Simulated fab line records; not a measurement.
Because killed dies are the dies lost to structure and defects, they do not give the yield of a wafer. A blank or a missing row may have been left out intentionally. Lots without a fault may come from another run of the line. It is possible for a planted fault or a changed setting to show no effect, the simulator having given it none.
Matching of chambers :: flow nand-harc :: NHARC_P_M0_STRIP_18 on rie-diel-04: 4 sister chambers
The step strips in N2/H2. 4 wafers are shown with their chamber, then 12 later ones without.

## WAFERS, EACH WITH ITS CHAMBER
wafer: L090.6
chamber: 3
drypump-motor-current-A (A): 5.98

wafer: L092.3
chamber: 1
drypump-motor-current-A (A): 6.14

wafer: L092.4
chamber: 0
drypump-motor-current-A (A): 6.40

wafer: L092.6
chamber: 2
drypump-motor-current-A (A): 5.98

## WAFERS WITH NO CHAMBER GIVEN
wafer: L094.1
drypump-motor-current-A (A): 6.12

wafer: L094.3
drypump-motor-current-A (A): 5.98

wafer: L094.4
drypump-motor-current-A (A): 6.36

wafer: L095.3
drypump-motor-current-A (A): 5.97

wafer: L095.4
drypump-motor-current-A (A): 6.13

wafer: L095.6
drypump-motor-current-A (A): 5.97

wafer: L096.1
drypump-motor-current-A (A): 6.14

wafer: L096.3
drypump-motor-current-A (A): 5.99

wafer: L096.6
drypump-motor-current-A (A): 5.99

wafer: L097.1
drypump-motor-current-A (A): 6.01

wafer: L097.2
drypump-motor-current-A (A): 6.40

wafer: L097.5
drypump-motor-current-A (A): 6.13

## WHICH CHAMBER EACH WENT THROUGH
wafer: L094.1
from the rows above: 1
in truth: 1

wafer: L094.3
from the rows above: can't be placed: 2 or 3
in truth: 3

wafer: L094.4
from the rows above: 0
in truth: 0

wafer: L095.3
from the rows above: can't be placed: 2 or 3
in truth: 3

wafer: L095.4
from the rows above: 1
in truth: 1

wafer: L095.6
from the rows above: can't be placed: 2 or 3
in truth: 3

wafer: L096.1
from the rows above: 1
in truth: 1

wafer: L096.3
from the rows above: can't be placed: 2 or 3
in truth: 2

wafer: L096.6
from the rows above: can't be placed: 2 or 3
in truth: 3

wafer: L097.1
from the rows above: can't be placed: 2 or 3
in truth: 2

wafer: L097.2
from the rows above: 0
in truth: 0

wafer: L097.5
from the rows above: 1
in truth: 1
6 of 12 placed correctly. Not placeable from these rows: 6 (in 6, the candidates include the true chamber). Wrongly placed: 0.
How it was worked out, from the rows above alone: a wafer's distance from a chamber is the root of the sum, over the readings, of the square of ((its reading less the chamber's mean) divided by the reading's scatter). The wafer belongs to the nearest chamber; if the next one is less than 2 further off, it can't be placed. A chamber's mean is the mean of its shown wafers. The scatter: with one shown wafer a chamber, the root of the mean of the squares of how far each hidden wafer lies from its nearest shown one.
